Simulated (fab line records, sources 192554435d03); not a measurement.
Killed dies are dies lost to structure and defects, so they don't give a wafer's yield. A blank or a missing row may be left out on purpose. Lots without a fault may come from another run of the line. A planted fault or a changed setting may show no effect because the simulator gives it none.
Chamber matching | flow n5_finfet | N5_GATE_CUT_SAC_CAP_01 on ald_sin-04: 4 sister chambers
The step material SiNx, target thk 24 nm, pulse time 1 s, ald cycles 480. 4 wafers are shown with their chamber, then 9 later ones without.

WAFERS WITH THEIR CHAMBER
wafer  | chamber | heater_power_w (W)
L088.3 | 3       | 936
L090.1 | 0       | 972
L090.2 | 1       | 841
L090.3 | 2       | 1025

WAFERS WITHOUT THEIR CHAMBER
wafer  | heater_power_w (W)
L090.4 | 919
L090.5 | 854
L090.6 | 979
L093.1 | 842
L093.2 | 936
L093.4 | 1033
L094.1 | 848
L094.2 | 963
L094.5 | 1022

WHICH CHAMBER EACH WENT THROUGH
wafer  | from the rows above | in truth
L090.4 | 3                   | 3
L090.5 | 1                   | 1
L090.6 | 0                   | 0
L093.1 | 1                   | 1
L093.2 | 3                   | 3
L093.4 | 2                   | 2
L094.1 | 1                   | 1
L094.2 | 0                   | 0
L094.5 | 2                   | 2
Placed correctly: 9 of 9. Can't be placed from these rows: 0. Placed wrongly: 0.
How it was worked out, from the rows above alone: a wafer's distance from a chamber is the root of the sum, over the readings, of the square of ((its reading less the chamber's mean) divided by the reading's scatter). The wafer belongs to the nearest chamber; if the next one is less than 2 further off, it can't be placed. A chamber's mean is the mean of its shown wafers. The scatter: with one shown wafer a chamber, the root of the mean of the squares of how far each hidden wafer lies from its nearest shown one.
